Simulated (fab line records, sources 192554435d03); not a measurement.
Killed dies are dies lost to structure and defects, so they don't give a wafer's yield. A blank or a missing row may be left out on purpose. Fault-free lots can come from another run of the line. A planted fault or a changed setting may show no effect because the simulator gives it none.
Chamber matching :: flow n5-finfet :: 3 sister chambers for N5_BEOL_M11_ILD_DEP_00 on pecvd-03
The step deposits SiCOH lowk from DEMS/porogen, target thk 308.51 nm, time 58 s. 3 wafers are shown with their chamber, then 7 later ones without.

== WAFERS WITH THEIR CHAMBER ==
wafer: L090.2
chamber: 1
throttle-valve-pct (%): 15.6

wafer: L091.4
chamber: 0
throttle-valve-pct (%): 13.9

wafer: L091.5
chamber: 2
throttle-valve-pct (%): 13.5

== WAFERS WITHOUT THEIR CHAMBER ==
wafer: L091.6
throttle-valve-pct (%): 15.5

wafer: L092.2
throttle-valve-pct (%): 13.9

wafer: L092.3
throttle-valve-pct (%): 13.3

wafer: L092.5
throttle-valve-pct (%): 14.2

wafer: L095.3
throttle-valve-pct (%): 14.0

wafer: L095.4
throttle-valve-pct (%): 15.4

wafer: L095.5
throttle-valve-pct (%): 13.1

== WHICH CHAMBER EACH WENT THROUGH ==
wafer: L091.6
from the rows above: 1
in truth: 1

wafer: L092.2
from the rows above: can't be placed: 0 or 2
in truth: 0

wafer: L092.3
from the rows above: can't be placed: 2 or 0
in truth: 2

wafer: L092.5
from the rows above: can't be placed: 0 or 2
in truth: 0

wafer: L095.3
from the rows above: can't be placed: 0 or 2
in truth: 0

wafer: L095.4
from the rows above: 1
in truth: 1

wafer: L095.5
from the rows above: can't be placed: 2 or 0
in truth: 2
2 of 7 placed correctly. These rows do not allow placing 5 (true chamber among the candidates in 5). Placed wrongly: 0.
How it was worked out, from the rows above alone: a wafer's distance from a chamber is the root of the sum, over the readings, of the square of ((its reading less the chamber's mean) divided by the reading's scatter). If the next closest chamber is less than 2 further off than the closest, the wafer can't be placed; otherwise it belongs to the closest. For every chamber, the mean is computed from those of its wafers that are shown. The scatter (one wafer shown for each chamber): square how far every hidden wafer sits from the nearest shown wafer, average those squares and take the square root.
